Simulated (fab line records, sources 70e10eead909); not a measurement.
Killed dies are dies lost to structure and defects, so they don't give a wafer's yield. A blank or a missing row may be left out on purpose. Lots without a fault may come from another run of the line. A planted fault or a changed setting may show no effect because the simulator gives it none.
Chamber matching | flow nand_harc | NHARC_A_CONTACT_DEP_29 on pecvd-03: 3 sister chambers
The step deposits SiON, target thk 100 nm. 3 wafers are shown with their chamber, then 8 later ones without.

WAFERS WITH THEIR CHAMBER
wafer  | chamber | heater_power_w (W)
L085.6 | 0       | 696
L088.1 | 1       | 795
L090.1 | 2       | 636

WAFERS WITHOUT THEIR CHAMBER
wafer  | heater_power_w (W)
L090.4 | 841
L090.6 | 763
L093.3 | 837
L093.4 | 788
L093.5 | 852
L096.2 | 545
L096.5 | 733
L096.6 | 580

WHICH CHAMBER EACH WENT THROUGH
wafer  | from the rows above          | in truth
L090.4 | can't be placed: 1 or 0      | 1
L090.6 | can't be placed: 1 or 0 or 2 | 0
L093.3 | can't be placed: 1 or 0      | 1
L093.4 | can't be placed: 1 or 0      | 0
L093.5 | can't be placed: 1 or 0      | 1
L096.2 | can't be placed: 2 or 0      | 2
L096.5 | can't be placed: 0 or 1 or 2 | 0
L096.6 | can't be placed: 2 or 0      | 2
Placed correctly: 0 of 8. Can't be placed from these rows: 8 (the true chamber is among the candidates in 8). Placed wrongly: 0.
How it was worked out, from the rows above alone: a wafer's distance from a chamber is the root of the sum, over the readings, of the square of ((its reading less the chamber's mean) divided by the reading's scatter). The wafer belongs to the nearest chamber; if the next one is less than 2 further off, it can't be placed. A chamber's mean is the mean of its shown wafers. The scatter: with one shown wafer a chamber, the root of the mean of the squares of how far each hidden wafer lies from its nearest shown one.
